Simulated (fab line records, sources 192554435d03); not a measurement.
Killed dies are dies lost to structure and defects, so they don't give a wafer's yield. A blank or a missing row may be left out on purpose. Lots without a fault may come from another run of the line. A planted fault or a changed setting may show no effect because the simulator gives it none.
Problem report in the 8D (eight disciplines) form, filled by code | flow n5_finfet | the parts of the form that need people (team, actions taken, sign-off) are left out

1. THE PROBLEM
etch_rf_on_time_s at N5_BEOL_M0_SAQP_ETCH_73 reads a mean of 20.9 s on 2 wafers of 2 lots; wafers without a fault read 32.5 s with a standard deviation of 0.7. That is -17 standard deviations from the usual mean.
The step: etches SiARC in CF4, target depth 19.5 nm, time 32.5 s.
First seen on wafer L341.6, day 8 02:28, on rie_diel-04. The record holds 28 wafers of 10 lots with a number at this step. Rule for "out", or "out of limits": more than 4 standard deviations from the usual mean. The other wafers with a number count as sound.

2. WHAT IT IS AND WHAT IT IS NOT
question                    | is                | is not
which readings at this step | etch_rf_on_time_s | drypump_motor_current_A, mfc_ar_sccm, rf_vpp_V, showerhead_plenum_p_Torr, throttle_valve_pct
which lots                  | L341, L344        | L332, L334, L337, L340, L347, L349, L350, L352
which wafers of those lots  | L341.6, L344.6    | L341.5, L344.5
read on which tools         | rie_diel-04       | rie_diel-02, rie_diel-06
when                        | from day 8 02:28  | up to then (13 sound wafers); but 13 sound wafers of L344, L347, L349, L350, L352 came after

3. SUSPECTS, AND WHAT RULES EACH OUT
Counting: a tool at a process step up to the reading stays a suspect if it ran every lot that is out. Sound lots after the first of them don't rule it out here, since some wafers of a struck lot are sound.
- rie_diel-04 at N5_BEOL_M0_SAQP_ETCH_73 (etches SiARC in CF4, target depth 19.5 nm, time 32.5 s): kept. It ran every lot that is out, first L341 (day 8 02:28); its last sound lot up to then is L340 (day 7 22:45). Its own readings are out on those wafers: etch_rf_on_time_s.
Left after counting: rie_diel-04 at N5_BEOL_M0_SAQP_ETCH_73.

4. THE CAUSE (what the simulator had put in)
Process parameter drift: rie_diel-04, from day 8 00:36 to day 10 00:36, at N5_BEOL_M0_SAQP_ETCH_73. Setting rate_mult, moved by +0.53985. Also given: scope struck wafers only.
Counting left only this tool.

5. THE CHAIN OF EFFECTS, in route order
Each row: a reading whose mean over the struck wafers that have a number lies more than 3 standard deviations from the usual. Only readings for which the record gives a usual standard deviation are gone through. hours: the time from each lot's start at the first step in this table that gives one to its start at this step, as a median over the lots. sigmas: the change in usual standard deviations.
hours | step                    | reading           | usual     | on struck wafers | change | sigmas
0     | N5_BEOL_M0_SAQP_ETCH_73 | etch_rf_on_time_s | 32.5 s    | 20.9             | -11.6  | -17
0     | N5_BEOL_M0_SAQP_ETCH_73 | oes_product_au    | 0.68 a.u. | 0.94             | +0.26  | +4.1
The process steps in it:
- N5_BEOL_M0_SAQP_ETCH_73: etches SiARC in CF4, target depth 19.5 nm, time 32.5 s.
Later measuring or inspecting steps at which every struck wafer that the step has a row for has a number for every such reading, and none has moved that far: N5_BEOL_M4_RC_MEAS_101.

6. WHAT WOULD HAVE CAUGHT IT SOONER
In this record the first reading out of limits was taken at day 8 02:28, 2 hours after the fault began at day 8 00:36.
